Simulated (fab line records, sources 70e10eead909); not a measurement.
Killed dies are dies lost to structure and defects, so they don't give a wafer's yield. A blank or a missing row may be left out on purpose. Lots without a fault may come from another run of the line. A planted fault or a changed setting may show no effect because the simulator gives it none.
fab line records | flow nand_harc
record lots=24 wafers=72 last_day=25
route steps=1159 shown A_STAIRCASE@693 A_SGD_CUT@773 A_SLIT@780
lots that met no fault: from a run of the same line without faults
start_h: hours from the record's first day to the start of the lot's first wafer shown | wait_h: hours since the lot's step before | " the same as in the row above | L1.1+2: a row that stands for several wafers | - no value, or no start given | * or withheld: withheld | < > ~ a bound
route shown NAME@n: a module of which the file shows steps, and the number in the route of the first | usual: mean/standard deviation of fault-free wafers | same: alike in all rows | chamber/n: place in a boat | sites: the reading at each site | _std_site: their standard deviation | _edge_site: outer sites' mean less inner sites' | radius_mm: how far each site lies from the wafer's centre | mask NAME#n: copy n | behind: the tool/chamber that last shaped the wafer | hold: why the lot was held/for how many hours/how that ended | device: the transistor (n, p or np) that didn't switch | end of line: the same wafers' tests at the end of the route | a step without rows: its recipe alone | killed: dies lost to structure and defects at the first sort, not the wafer's yield | map: a wafer's dies, x killed, . not, _ none there
set.NAME: the setting as run; set.NAME@STEP: as run at that earlier step | model.NAME: the simulator's own value behind a step, which no gauge read
steps of the route over a sample of lots; a table a step, a row a wafer
services: from which hour (start_h, from the record's first day; less than 0 if before it) a tool's chamber was out of use, for how many hours, and why
## steps
# step NHARC_A_STAIRCASE_STRIP_316
# recipe o2_flow_sccm=500 ar_flow_sccm=0 bias_w=0 chemistry=O2
# usual chamber_pressure_mTorr=60.00/0.055 drypump_motor_current_A=5.6/0.47 oes_product_au=0.997/0.0079 rf_vpp_V=57.8/0.82 showerhead_plenum_p_Torr=3.49/0.16 throttle_valve_pct=17.037/0.0096
# columns lot.wafer tool chamber start_h wait_h chamber_pressure_mTorr drypump_motor_current_A oes_product_au rf_hours_counter_h rf_vpp_V showerhead_plenum_p_Torr throttle_valve_pct
L074.1 rie_diel-04 2 - - 60.03 5.4 1.002 48 57.6 3.51 17.039
L074.5 " 0 " " 59.96 5.9 0.994 - 58.4 3.61 17.045
L074.4 " 1 " " 60.02 5.0 0.993 - 57.0 3.50 17.024
L077.3 rie_diel-04 1 - - 59.88 5.0 1.000 59 57.5 3.50 17.032
L077.6 " 2 " " 60.13 5.4 0.998 - 57.3 3.51 17.029
L077.4 " 1 " " 60.06 5.0 0.991 - 57.2 3.50 17.036
L075.2 rie_diel-04 2 - - 60.08 5.4 0.995 55 57.6 3.50 17.042
L075.4 " 0 " " 59.99 5.9 0.988 - 58.3 3.61 17.051
L075.6 " 1 " " 59.97 5.0 0.996 - 57.4 3.50 17.036
L076.1 rie_diel-01 1 - - 59.93 5.5 0.998 51 58.1 3.34 17.032
L076.2 " 2 " " 59.91 4.8 0.989 54 58.8 3.58 17.023
L076.6 " 0 " " 60.00 5.8 0.986 - 58.5 3.67 17.033
L078.3 rie_diel-08 3 - - 60.12 5.5 0.986 61 56.5 3.30 17.039
L078.4 " 1 " " 59.98 6.4 0.992 57 58.6 3.42 17.028
L078.5 " 2 " " 59.96 5.2 0.999 - 57.3 3.77 17.028
L079.3 rie_diel-08 0 - - 59.96 5.9 0.992 60 57.9 3.31 17.043
L079.2 " 1 " " 59.88 6.4 1.003 59 57.3 3.42 17.032
L079.5 " 3 " " 59.94 5.5 0.992 - 58.0 3.30 17.038
L080.2 rie_diel-01 1 - - 60.05 5.5 0.996 56 56.6 3.34 17.039
L080.1 " 2 " " 60.03 4.9 0.999 59 57.6 3.58 17.016
L080.3 " 0 " " 60.00 5.8 0.996 41 58.2 3.67 17.045
L082.2 rie_diel-01 0 - - 60.03 5.8 0.986 44 57.5 3.67 17.043
L082.3 " 2 " " 59.90 4.8 0.994 63 56.9 3.57 17.041
L082.6 " 3 " " 60.08 5.2 0.990 - 56.8 3.68 17.025
L081.4 rie_diel-01 0 - - 60.03 5.8 0.985 44 59.2 3.67 17.034
L081.1 " 3 " " 59.99 5.2 0.988 50 58.8 3.68 17.020
L081.6 " 1 " " 59.96 5.5 0.973 - 57.9 3.34 17.042
L084.1 rie_diel-08 1 - - 60.01 6.4 1.001 0 56.9 3.42 17.051
L084.4 " 2 " " 59.95 5.2 1.000 0 58.6 3.77 17.052
L084.6 " 0 " " 60.10 5.9 0.980 - 57.1 3.30 17.031
L083.4 rie_diel-08 0 - - 59.93 5.9 0.988 4 59.3 3.30 17.031
L083.2 " 3 " " 60.02 5.5 0.991 4 58.0 3.29 17.028
L083.5 " 0 " " 59.99 5.9 0.994 - 58.2 3.30 17.048
L087.4 rie_diel-08 0 - - 59.99 5.9 0.999 15 58.2 3.30 17.026
L087.1 " 3 " " 60.05 5.5 1.015 13 56.9 3.29 17.047
L087.5 " 1 " " 60.05 6.4 1.011 - 58.0 3.41 17.028
L086.2 rie_diel-08 1 - - 60.01 6.4 1.008 16 57.5 3.41 17.029
L086.1 " 3 " " 60.00 5.5 1.003 14 57.3 3.29 17.042
L086.4 " 0 " " 59.95 5.9 0.991 15 56.2 3.30 17.036
L088.3 rie_diel-04 2 - - 60.06 5.4 1.005 20 59.1 3.49 17.043
L088.4 " 0 " " 59.90 6.0 0.992 21 58.4 3.59 17.037
L088.5 " 2 " " 59.91 5.4 1.002 - 57.5 3.49 17.026
L085.1 rie_diel-08 2 - - 59.99 5.2 0.998 16 58.8 3.76 17.049
L085.3 " 3 " " 59.98 5.5 0.999 15 57.5 3.29 17.062
L085.6 " 1 " " 60.04 6.4 0.992 - 57.9 3.41 17.047
L089.1 rie_diel-08 2 - - 60.01 5.2 1.004 16 59.6 3.76 17.037
L089.4 " 3 " " 59.97 5.5 1.008 - 58.6 3.29 17.033
L089.5 " 0 " " 59.95 5.9 0.981 - 56.6 3.29 17.039
L090.3 rie_diel-01 1 - - 59.94 5.5 0.996 11 58.4 3.33 17.051
L090.1 " 3 " " 60.02 5.2 1.003 10 57.9 3.67 17.046
L090.6 " 0 " " 59.93 5.8 1.004 - 56.8 3.66 17.040
L091.2 rie_diel-01 1 - - 59.97 5.5 0.997 13 58.0 3.33 17.033
L091.4 " 2 " " 59.97 4.9 0.987 11 58.4 3.57 17.037
L091.6 " 1 " " 59.99 5.5 0.983 - 57.6 3.33 17.033
L092.2 rie_diel-01 1 - - 60.01 5.5 0.995 13 57.6 3.33 17.027
L092.3 " 3 " " 59.96 5.2 0.998 12 57.5 3.67 17.037
L092.6 " 1 " " 59.96 5.5 0.995 - 57.9 3.33 17.049
L093.4 rie_diel-08 1 - - 59.85 6.4 1.013 22 57.9 3.41 17.031
L093.2 " 2 " " 60.03 5.2 1.000 27 58.0 3.75 17.057
L093.3 " 0 " " 60.04 5.9 0.997 28 56.6 3.29 17.033
L094.4 rie_diel-08 2 - - 60.02 5.2 1.010 30 58.0 3.75 17.047
L094.5 " 1 " " 59.99 6.4 0.999 - 58.1 3.41 17.023
L094.6 " 2 " " 59.97 5.2 1.004 - 58.4 3.75 17.028
L095.2 rie_diel-04 1 - - 59.98 5.0 1.008 26 58.6 3.48 17.046
L095.6 " 1 " " 60.03 5.0 0.993 - 58.6 3.48 17.033
L095.5 " 2 " " 59.93 5.4 0.999 - 57.0 3.48 17.035
L097.4 rie_diel-01 2 - - 60.03 4.8 1.005 22 58.0 3.56 17.041
L097.3 " 0 " " 59.93 5.8 0.994 26 58.2 3.65 17.050
L097.6 " 2 " " 59.96 4.9 1.007 - 58.4 3.56 17.052
L096.3 rie_diel-08 3 - - 59.99 5.5 1.006 38 56.1 3.28 17.042
L096.4 " 0 " " 60.03 5.9 1.000 39 57.0 3.28 17.020
L096.5 " 2 " " 60.05 5.2 1.008 - 57.9 3.75 17.019
# step NHARC_A_STAIRCASE_ALD_415
# recipe target_thk_a=300 pulse_time_s=6 ald_cycles=300 temp_c=300 material=SiO2
# usual heater_power_w=480/55 precursor_pulse_height_rel=0.999/0.017
# same ald_cycles=300
# columns lot.wafer tool chamber start_h wait_h heater_power_w precursor_pulse_height_rel
L074.1 ald_hk-02 1 259.84 0.3 383 1.002
L074.4 " 3 " " 483 0.983
L074.5 " 1 " " 392 1.005
L077.3 ald_hk-01 0 272.76 0.3 478 1.010
L077.4 " 2 " " 541 1.019
L077.6 " 0 " " 468 0.990
L075.2 ald_hk-03 0 278.27 0.7 530 0.991
L075.4 " 2 " " 418 1.004
L075.6 " 0 " " 528 1.011
L076.1 ald_hk-03 3 279.66 0.9 543 0.994
L076.2 " 0 " " 521 0.987
L076.6 " 3 " " 567 0.966
L078.4 ald_hk-01 0 280.67 0.1 450 1.012
L078.3 " 2 " " 535 0.964
L078.5 " 1 " " 414 0.994
L079.3 ald_hk-01 0 288.68 0.1 451 1.020
L079.2 " 3 " " 459 1.022
L079.5 " 1 " " 412 1.003
L080.2 ald_hk-02 0 290.58 0.9 452 0.994
L080.3 " 1 " " 404 1.030
L080.1 " 2 " " 442 0.978
L082.3 ald_hk-03 2 302.89 0.1 415 1.016
L082.2 " 3 " " 591 0.992
L082.6 " 3 " " 569 0.977
L081.4 ald_hk-03 1 307.40 0.1 557 0.993
L081.1 " 2 " " 412 1.014
L081.6 " 2 " " 420 1.009
L084.1 ald_hk-02 3 314.39 0.1 492 0.992
L084.4 " 0 " " 450 0.983
L084.6 " 0 " " 457 1.017
L083.2 ald_hk-03 2 319.35 0.1 413 0.979
L083.4 " 1 " " 566 1.016
L083.5 " 3 " " 568 0.978
L087.1 ald_hk-03 0 341.43 0.7 498 0.976
L087.4 " 1 " " 550 0.986
L087.5 " 3 " " 516 0.997
L086.2 ald_hk-03 2 343.11 0.3 415 1.008
L086.1 " 3 " " 513 0.998
L086.4 " 0 " " 503 0.990
L088.3 ald_hk-01 0 343.90 0.1 471 1.005
L088.4 " 3 345.29 1.5 466 1.001
L088.5 " 0 " " 474 0.956
L085.3 ald_hk-03 1 346.09 0.3 550 0.998
L085.1 " 3 " " 515 1.014
L085.6 " 1 " " 558 0.999
L089.1 ald_hk-03 1 348.42 0.3 556 0.993
L089.4 " 3 " " 515 0.995
L089.5 " 1 " " 555 1.006
L090.1 ald_hk-01 1 356.76 0.5 400 1.001
L090.3 " 3 " " 453 0.980
L090.6 " 1 " " 413 0.985
L091.2 ald_hk-01 1 361.45 0.1 415 1.017
L091.4 " 3 " " 468 1.003
L091.6 " 1 " " 413 1.010
L092.3 ald_hk-03 2 362.40 0.3 426 0.998
L092.2 " 0 " " 511 1.018
L092.6 " 1 " " 548 1.009
L093.3 ald_hk-02 3 373.83 0.3 496 1.005
L093.4 " 0 " " 444 1.004
L093.2 " 1 " " 390 1.051
L094.4 ald_hk-03 0 383.11 0.7 512 0.997
L094.5 " 1 " " 542 0.971
L094.6 " 2 " " 419 0.992
L095.2 ald_hk-02 2 383.20 0.5 459 1.045
L095.5 " 0 " " 450 0.987
L095.6 " 1 " " 406 0.998
L097.3 ald_hk-03 2 396.00 0.1 419 0.996
L097.4 " 1 " " 566 1.001
L097.6 " 2 " " 412 0.997
L096.4 ald_hk-02 3 404.40 0.1 492 0.968
L096.3 " 1 " " 401 0.961
L096.5 " 3 " " 491 1.011
# step NHARC_A_STAIRCASE_DESCUM_443
# recipe time_s=3 o2_flow_sccm=200 ar_flow_sccm=0 bias_power_w=0 chemistry=O2
# usual chamber_pressure_mTorr=59.99/0.053 drypump_motor_current_A=5.6/0.5 oes_product_au=0.998/0.0079 rf_vpp_V=57.7/0.86 showerhead_plenum_p_Torr=1.90/0.093 throttle_valve_pct=11.310/0.0088
# columns lot.wafer tool chamber start_h wait_h chamber_pressure_mTorr drypump_motor_current_A oes_product_au rf_hours_counter_h rf_vpp_V showerhead_plenum_p_Torr throttle_valve_pct
L074.1 rie_diel-04 1 298.49 - 59.95 5.0 1.005 0 59.0 1.89 11.313
L074.4 " 1 " " 60.01 5.0 1.002 - 59.0 1.90 11.313
L074.5 " 2 " " 60.02 5.4 1.011 - 58.2 1.90 11.329
L077.4 rie_diel-08 3 313.99 - 60.06 5.5 1.005 1 58.1 1.78 11.307
L077.3 " 2 " " 60.07 5.2 1.005 0 58.9 2.05 11.318
L077.6 " 3 " " 60.05 5.5 0.997 - 58.0 1.78 11.315
L076.1 rie_diel-01 1 314.05 - 59.97 5.5 0.995 62 56.6 1.80 11.310
L076.2 " 2 " " 60.00 4.8 1.002 65 57.1 1.94 11.317
L076.6 " 0 " " 59.99 5.8 0.984 - 57.7 1.99 11.301
L075.4 rie_diel-08 2 314.08 - 59.87 5.2 1.001 0 58.0 2.05 11.300
L075.2 " 3 " " 60.00 5.5 0.998 1 57.3 1.78 11.314
L075.6 " 2 " " 59.99 5.2 1.003 - 58.2 2.05 11.334
L078.4 rie_diel-01 0 314.12 - 60.03 5.8 0.990 46 57.2 1.99 11.316
L078.3 " 2 " " 60.05 4.8 0.988 65 57.7 1.94 11.325
L078.5 " 3 " " 59.92 5.2 0.994 - 57.2 2.00 11.321
L080.2 rie_diel-01 3 327.82 - 59.96 5.2 0.992 0 57.8 2.00 11.302
L080.3 " 0 " " 60.12 5.8 1.001 1 60.1 1.99 11.306
L080.1 " 2 " " 59.91 4.8 1.006 0 58.7 1.94 11.313
L079.2 rie_diel-08 1 327.99 - 60.13 6.4 0.995 10 56.3 1.85 11.311
L079.3 " 0 " " 60.10 5.9 0.988 10 58.0 1.78 11.324
L079.5 " 2 " " 59.93 5.2 1.009 - 58.3 2.05 11.313
L082.3 rie_diel-08 3 343.31 - 59.96 5.5 1.004 14 56.8 1.77 11.305
L082.2 " 1 " " 60.04 6.4 1.003 16 58.4 1.85 11.308
L082.6 " 2 " " 60.04 5.2 1.013 - 59.1 2.05 11.305
L081.4 rie_diel-04 1 343.46 - 60.04 5.0 0.999 15 58.1 1.89 11.301
L081.1 " 0 " " 59.96 5.9 0.993 21 57.7 1.95 11.308
L081.6 " 1 " " 59.93 5.0 1.007 - 57.8 1.89 11.288
L084.1 rie_diel-08 2 358.36 - 59.96 5.2 0.992 20 57.9 2.05 11.317
L084.4 " 2 " " 59.98 5.2 0.991 - 59.3 2.05 11.315
L084.6 " 3 " " 60.11 5.5 0.994 - 57.6 1.77 11.310
L083.2 rie_diel-08 0 358.47 - 59.96 5.9 1.001 22 56.9 1.78 11.293
L083.5 " 2 " " 59.93 5.2 1.001 - 58.7 2.05 11.298
L083.4 " 0 " " 60.01 5.9 0.993 - 56.1 1.78 11.313
L087.1 rie_diel-01 1 378.72 - 59.98 5.5 0.994 17 57.8 1.80 11.323
L087.4 " 2 " " 59.93 4.8 0.994 15 59.3 1.93 11.305
L087.5 " 0 " " 59.98 5.8 0.992 - 57.9 1.99 11.314
L086.4 rie_diel-04 3 378.88 - 60.02 6.7 1.005 26 58.2 1.82 11.311
L086.2 " 0 " " 60.02 5.9 0.995 31 56.5 1.95 11.317
L086.1 " 1 " " 59.99 5.0 0.997 25 56.4 1.89 11.305
L088.3 rie_diel-08 1 387.32 - 59.98 6.4 0.991 27 58.6 1.84 11.314
L088.4 " 3 " " 60.00 5.5 0.992 31 57.7 1.77 11.313
L088.5 " 1 " " 60.00 6.4 1.011 - 57.1 1.84 11.302
L089.1 rie_diel-01 3 387.48 - 60.00 5.2 1.001 19 59.0 1.99 11.305
L089.4 " 2 " " 59.96 4.8 0.996 19 57.9 1.93 11.308
L089.5 " 3 " " 59.95 5.2 0.997 - 58.3 1.99 11.309
L085.3 rie_diel-04 2 387.71 - 59.97 5.4 0.998 33 57.8 1.89 11.318
L085.1 " 0 " " 59.90 5.9 1.003 36 59.1 1.95 11.312
L085.6 " 1 " " 59.92 5.0 1.002 - 59.1 1.89 11.303
L092.3 rie_diel-08 0 398.92 - 59.99 5.9 0.988 37 57.4 1.77 11.306
L092.2 " 1 " " 59.95 6.4 1.002 31 58.4 1.84 11.307
L092.6 " 3 " " 59.99 5.5 1.000 - 57.5 1.77 11.321
L090.1 rie_diel-04 3 399.09 - 60.03 6.7 1.007 35 57.6 1.82 11.308
L090.3 " 0 " " 59.98 6.0 1.003 41 58.4 1.95 11.302
L090.6 " 3 " " 60.10 6.7 0.997 - 56.9 1.82 11.304
L091.4 rie_diel-01 3 399.24 - 59.90 5.1 1.002 23 56.3 1.99 11.302
L091.2 " 0 " " 59.94 5.8 0.996 27 56.6 1.98 11.320
L091.6 " 3 " " 59.99 5.2 0.990 - 57.9 1.99 11.297
L093.3 rie_diel-04 1 410.86 - 60.00 5.0 1.010 38 56.5 1.88 11.323
L093.4 " 2 " " 60.01 5.4 1.008 42 59.2 1.88 11.302
L093.2 " 0 " " 60.01 5.9 1.004 45 57.4 1.94 11.318
L094.4 rie_diel-01 0 424.55 - 59.93 5.8 0.983 35 57.8 1.98 11.313
L094.5 " 3 " " 59.97 5.2 0.998 - 57.3 1.99 11.303
L094.6 " 0 " " 59.94 5.8 0.992 - 56.4 1.98 11.301
L095.2 rie_diel-08 0 424.70 - 59.99 5.9 0.983 44 56.9 1.77 11.309
L095.5 " 0 " " 60.01 5.9 0.991 - 55.5 1.77 11.319
L095.6 " 1 " " 60.05 6.4 1.000 - 57.5 1.84 11.312
L097.4 rie_diel-01 1 437.58 - 60.10 5.4 1.003 38 57.6 1.79 11.309
L097.3 " 3 " " 59.95 5.2 1.009 34 58.9 1.99 11.317
L097.6 " 1 " " 60.00 5.5 0.995 - 57.7 1.79 11.297
L096.4 rie_diel-04 2 445.66 - 59.94 5.4 0.997 51 57.5 1.88 11.319
L096.3 " 1 " " 60.06 5.0 1.007 48 57.8 1.88 11.299
L096.5 " 3 " " 59.98 6.7 0.999 - 56.4 1.81 11.301
# step NHARC_A_SGD_CUT_THK_MEAS_22
# recipe thk_meas_gauge=ellipsometry
# usual thk_nm=148.4/1.4
# columns lot.wafer tool chamber start_h wait_h thk_nm
L074.1 film_metro-02 - 311.80 0.2 147.2
L074.4 " - " " 148.3
L074.5 " - " " 148.6
L077.3 film_metro-02 - 325.81 0.2 148.7
L077.4 " - " " 147.7
L077.6 " - " " 150.9
L076.1 film_metro-01 - 325.81 0.2 147.7
L076.2 " - " " 146.7
L076.6 " - " " 145.8
L078.3 film_metro-02 - 325.96 0.2 149.3
L078.4 " - " " 146.9
L078.5 " - " " 145.5
L075.2 film_metro-01 - 325.97 0.2 147.0
L075.4 " - " " 149.0
L075.6 " - " " 148.1
L079.2 film_metro-02 - 339.53 0.2 147.5
L079.3 " - " " 148.6
L079.5 " - " " 149.6
L080.1 film_metro-01 - 339.54 0.2 146.3
L080.2 " - " " 147.9
L080.3 " - " " 147.7
L081.1 film_metro-01 - 355.16 0.2 149.0
L081.4 " - " " 149.5
L081.6 " - " " 145.9
L082.2 film_metro-02 - 355.31 0.2 148.6
L082.3 " - " " 150.2
L082.6 " - " " 149.9
L084.1 film_metro-02 - 370.65 0.2 147.6
L084.4 " - " " 147.6
L084.6 " - " " 149.8
L083.2 film_metro-01 - 370.66 0.2 149.3
L083.4 " - " " 150.1
L083.5 " - " " 148.6
L086.1 film_metro-02 - 391.29 0.2 147.5
L086.2 " - " " 149.0
L086.4 " - " " 149.7
L087.1 film_metro-01 - 391.29 0.2 149.6
L087.4 " - " " 147.1
L087.5 " - " " 148.2
L085.1 film_metro-02 - 401.91 0.2 148.4
L085.3 " - " " 147.9
L085.6 " - " " 147.7
L089.1 film_metro-01 - 401.91 0.2 151.0
L089.4 " - " " 149.9
L089.5 " - " " 149.1
L088.3 film_metro-01 - 402.06 0.2 145.9
L088.4 " - " " 146.9
L088.5 " - " " 149.1
L091.2 film_metro-01 - 410.73 0.2 149.9
L091.4 " - " " 149.7
L091.6 " - " " 149.8
L092.2 film_metro-02 - 410.73 0.2 147.6
L092.3 " - " " 147.7
L092.6 " - " " 149.5
L090.1 film_metro-01 - 410.73 0.2 146.0
L090.3 " - " " 147.1
L090.6 " - " " 148.4
L093.2 film_metro-01 - 423.37 0.2 148.8
L093.3 " - " " 147.9
L093.4 " - " " 148.7
L095.2 film_metro-01 - 436.51 0.2 148.0
L095.5 " - " " 147.9
L095.6 " - " " 147.8
L094.4 film_metro-02 - 436.51 0.2 148.4
L094.5 " - " " 149.8
L094.6 " - " " 149.8
L097.3 film_metro-01 - 449.46 0.2 147.7
L097.4 " - " " 147.3
L097.6 " - " " 145.6
L096.3 film_metro-01 - 457.54 0.2 146.5
L096.4 " - " " 150.7
L096.5 " - " " 149.9
# step NHARC_A_SLIT_DEP_00
# recipe target_thk_a=32000 temp_c=400 material=aC
# usual throttle_valve_pct=35.001/0.01
# columns lot.wafer tool chamber start_h wait_h throttle_valve_pct
L074.1 acl_dep-01 0 313.41 1.0 35.009
L074.4 " 0 " " 35.000
L074.5 " 0 " " 35.001
L076.1 acl_dep-02 0 326.73 - 35.007
L076.2 " 0 " " 34.986
L076.6 " 0 328.37 - 34.996
L077.3 acl_dep-01 0 327.33 - 34.989
L077.4 " 0 " " 34.996
L077.6 " 0 " " 35.000
L075.2 acl_dep-03 0 328.71 - 34.998
L075.4 " 0 " " 34.993
L075.6 " 0 " " 34.978
L078.3 acl_dep-01 0 329.27 - 35.022
L078.4 " 0 " " 35.015
L078.5 " 0 " " 34.985
L079.2 acl_dep-01 0 341.34 - 34.997
L079.3 " 0 " " 34.995
L079.5 " 0 " " 35.005
L080.1 acl_dep-02 0 341.47 - 35.006
L080.2 " 0 " " 35.016
L080.3 " 0 " " 34.999
L081.1 acl_dep-03 0 358.47 - 35.000
L081.4 " 0 " " 34.994
L081.6 " 0 " " 35.006
L082.2 acl_dep-01 0 359.11 - 35.010
L082.3 " 0 " " 35.009
L082.6 " 0 " " 34.990
L084.1 acl_dep-01 0 372.02 - 34.984
L084.4 " 0 " " 35.011
L084.6 " 0 " " 35.011
L083.2 acl_dep-02 0 372.65 1.4 34.997
L083.4 " 0 " " 34.998
L083.5 " 0 " " 35.007
L086.1 acl_dep-03 0 392.16 - 35.000
L086.2 " 0 " " 34.997
L086.4 " 0 " " 35.025
L087.1 acl_dep-02 0 392.18 - 35.016
L087.4 " 0 " " 35.017
L087.5 " 0 " " 34.986
L085.1 acl_dep-01 0 404.92 - 34.982
L085.3 " 0 " " 34.998
L085.6 " 0 " " 35.012
L089.1 acl_dep-03 0 405.10 2.6 35.000
L089.4 " 0 " " 35.009
L089.5 " 0 " " 35.021
L088.3 acl_dep-01 0 407.51 - 35.008
L088.4 " 0 " " 35.005
L088.5 " 0 " " 35.039
L091.2 acl_dep-02 0 413.92 - 35.002
L091.4 " 0 " " 34.998
L091.6 " 0 " " 35.001
L090.1 acl_dep-01 0 414.41 - 34.982
L090.3 " 0 " " 34.994
L090.6 " 0 " " 34.993
L092.2 acl_dep-02 0 415.88 - 35.004
L092.3 " 0 " " 34.992
L092.6 " 0 " " 34.990
L093.2 acl_dep-01 0 425.63 - 34.989
L093.3 " 0 " " 34.999
L093.4 " 0 " " 34.996
L095.2 acl_dep-02 0 438.00 - 34.998
L095.5 " 0 439.00 - 35.013
L095.6 " 0 " " 34.989
L094.4 acl_dep-03 0 438.88 - 35.001
L094.5 " 0 " " 35.026
L094.6 " 0 " " 35.019
L097.3 acl_dep-02 0 452.43 - 34.998
L097.4 " 0 " " 34.993
L097.6 " 0 " " 34.994
L096.3 acl_dep-03 0 462.47 - 35.005
L096.4 " 0 " " 35.003
L096.5 " 0 " " 35.001
# step NHARC_A_SLIT_ETCH_26
# recipe bias_v=400 source_w=2000 pressure_mtorr=25 time_s=90 ar_flow_sccm=375 c4f8_flow_sccm=41.7 o2_flow_sccm=83.3 target_depth_a=4000 chemistry=C4F8/O2/Ar
# usual chamber_pressure_mTorr=25.000/0.021 drypump_motor_current_A=6.1/0.37 showerhead_plenum_p_Torr=3.82/0.045 throttle_valve_pct=27.621/0.0095
# columns lot.wafer tool chamber start_h wait_h chamber_pressure_mTorr drypump_motor_current_A rf_hours_counter_h showerhead_plenum_p_Torr throttle_valve_pct
L074.1 har_etch-01 1 324.48 1.3 25.020 6.2 1 3.83 27.630
L074.4 " 1 " " 24.985 6.2 - 3.83 27.625
L074.5 " 1 " " 25.033 6.2 - 3.83 27.637
L076.1 har_etch-02 1 331.80 1.2 24.997 6.2 173 3.88 27.619
L076.2 " 0 " " 25.016 5.5 173 3.88 27.639
L076.6 " 1 " " 25.018 6.2 - 3.88 27.638
L077.4 har_etch-01 1 332.01 0.8 24.975 6.2 - 3.83 27.627
L077.3 " 0 " " 25.010 6.5 - 3.76 27.615
L077.6 " 1 " " 25.017 6.2 - 3.83 27.620
L075.2 har_etch-02 0 333.50 1.0 25.005 5.5 175 3.88 27.626
L075.4 " 0 " " 25.010 5.5 - 3.88 27.637
L075.6 " 0 " " 25.015 5.5 - 3.88 27.619
L078.4 har_etch-01 1 333.92 0.8 25.003 6.2 - 3.83 27.628
L078.3 " 0 " " 25.019 6.5 - 3.76 27.625
L078.5 " 0 " " 24.994 6.5 - 3.76 27.623
L079.2 har_etch-02 0 346.04 1.0 25.026 5.5 180 3.88 27.616
L079.3 " 1 " " 25.022 6.2 - 3.88 27.612
L079.5 " 0 " " 25.012 5.5 - 3.88 27.617
L080.1 har_etch-01 0 346.58 1.2 25.001 6.5 14 3.76 27.619
L080.2 " 1 " " 24.996 6.2 14 3.83 27.618
L080.3 " 0 " " 25.022 6.5 - 3.76 27.615
L081.1 har_etch-01 1 363.70 1.0 24.968 6.2 19 3.82 27.613
L081.4 " 0 " " 25.021 6.5 - 3.76 27.643
L081.6 " 1 " " 25.007 6.3 - 3.82 27.624
L082.2 har_etch-02 0 363.95 1.0 24.962 5.4 190 3.87 27.624
L082.3 " 1 " " 24.995 6.2 - 3.87 27.617
L082.6 " 0 " " 25.029 5.5 - 3.87 27.605
L084.1 har_etch-01 0 377.12 1.2 24.997 6.5 21 3.76 27.610
L084.4 " 0 " " 24.984 6.5 - 3.76 27.624
L084.6 " 1 " " 25.004 6.2 - 3.82 27.635
L083.2 har_etch-01 1 378.81 1.0 25.037 6.2 22 3.82 27.608
L083.4 " 0 " " 25.020 6.5 - 3.76 27.606
L083.5 " 1 " " 25.001 6.2 - 3.82 27.624
L086.1 har_etch-01 0 397.22 1.2 24.998 6.5 31 3.75 27.625
L086.2 " 1 " " 24.966 6.2 31 3.82 27.613
L086.4 " 0 " " 25.018 6.5 - 3.75 27.633
L087.1 har_etch-02 1 397.40 1.2 24.987 6.2 207 3.86 27.625
L087.4 " 0 " " 24.995 5.5 - 3.86 27.624
L087.5 " 0 " " 24.973 5.5 - 3.86 27.620
L085.1 har_etch-01 0 410.01 1.2 25.045 6.5 37 3.75 27.616
L085.3 " 1 " " 24.996 6.2 - 3.81 27.620
L085.6 " 1 " " 25.031 6.2 - 3.81 27.615
L089.1 har_etch-02 0 410.21 1.2 24.985 5.5 212 3.86 27.618
L089.4 " 1 " " 24.960 6.2 - 3.86 27.628
L089.5 " 0 " " 24.978 5.5 - 3.86 27.617
L088.3 har_etch-01 0 411.89 0.8 25.028 6.5 - 3.75 27.614
L088.4 " 1 " " 24.995 6.2 - 3.81 27.621
L088.5 " 1 " " 24.994 6.3 - 3.81 27.609
L091.2 har_etch-02 1 418.55 1.2 25.052 6.2 218 3.85 27.636
L091.4 " 1 " " 25.006 6.2 - 3.85 27.609
L091.6 " 0 " " 24.977 5.5 - 3.85 27.607
L090.1 har_etch-02 0 420.22 1.2 25.018 5.5 219 3.85 27.622
L090.3 " 0 " " 24.973 5.5 - 3.85 27.617
L090.6 " 0 " " 24.981 5.5 - 3.85 27.619
L092.2 har_etch-01 1 420.77 1.0 25.006 6.2 44 3.81 27.630
L092.3 " 1 " " 25.019 6.2 - 3.81 27.602
L092.6 " 0 " " 24.981 6.5 - 3.74 27.628
L093.2 har_etch-02 1 430.68 1.3 25.012 6.2 221 3.85 27.617
L093.4 " 1 " " 24.954 6.2 - 3.85 27.628
L093.3 " 0 " " 24.978 5.5 - 3.85 27.613
L095.2 har_etch-01 1 443.13 1.3 24.998 6.2 53 3.80 27.620
L095.6 " 1 " " 24.991 6.2 - 3.80 27.639
L095.5 " 0 " " 25.002 6.5 - 3.74 27.627
L094.4 har_etch-01 1 444.88 0.8 25.024 6.3 - 3.80 27.633
L094.6 " 1 " " 25.020 6.2 - 3.80 27.615
L094.5 " 0 " " 25.016 6.5 - 3.74 27.610
L097.3 har_etch-02 1 459.61 0.8 24.987 6.2 - 3.84 27.626
L097.4 " 0 " " 24.999 5.5 - 3.84 27.608
L097.6 " 1 " " 25.001 6.2 - 3.84 27.624
L096.4 har_etch-02 0 467.51 0.8 24.993 5.5 - 3.84 27.621
L096.3 " 1 " " 24.994 6.2 - 3.84 27.613
L096.5 " 0 " " 24.987 5.5 - 3.84 27.628
## services
# columns tool chamber start_h hours kind
rie_diel-08 0 256.70 - clean
rie_diel-08 1 256.70 - clean
rie_diel-08 2 256.70 - clean
rie_diel-08 3 256.70 - clean
rie_diel-04 3 257.33 51.6 repair
ald_hk-03 - 264.32 0.7 repair
rie_diel-08 0 281.20 - clean
rie_diel-08 1 281.20 - clean
rie_diel-08 2 281.20 - clean
acl_dep-01 - 294.18 13.0 pm
rie_diel-08 - 302.10 9.0 pm
har_etch-01 - 305.97 17.0 pm
rie_diel-04 1 307.14 9.6 repair
rie_diel-01 - 315.57 9.0 pm
ald_hk-03 - 325.57 10.0 pm
rie_diel-08 1 346.30 13.8 repair
acl_dep-02 - 348.57 13.0 pm
har_etch-01 - 381.77 1.7 repair
ald_hk-01 - 406.00 10.0 pm
acl_dep-03 - 407.06 13.0 pm
rie_diel-04 2 418.50 1.2 repair
rie_diel-08 0 433.33 29.2 repair
ald_hk-02 - 458.14 10.0 pm
rie_diel-04 - 466.02 9.0 pm
## key
fault none
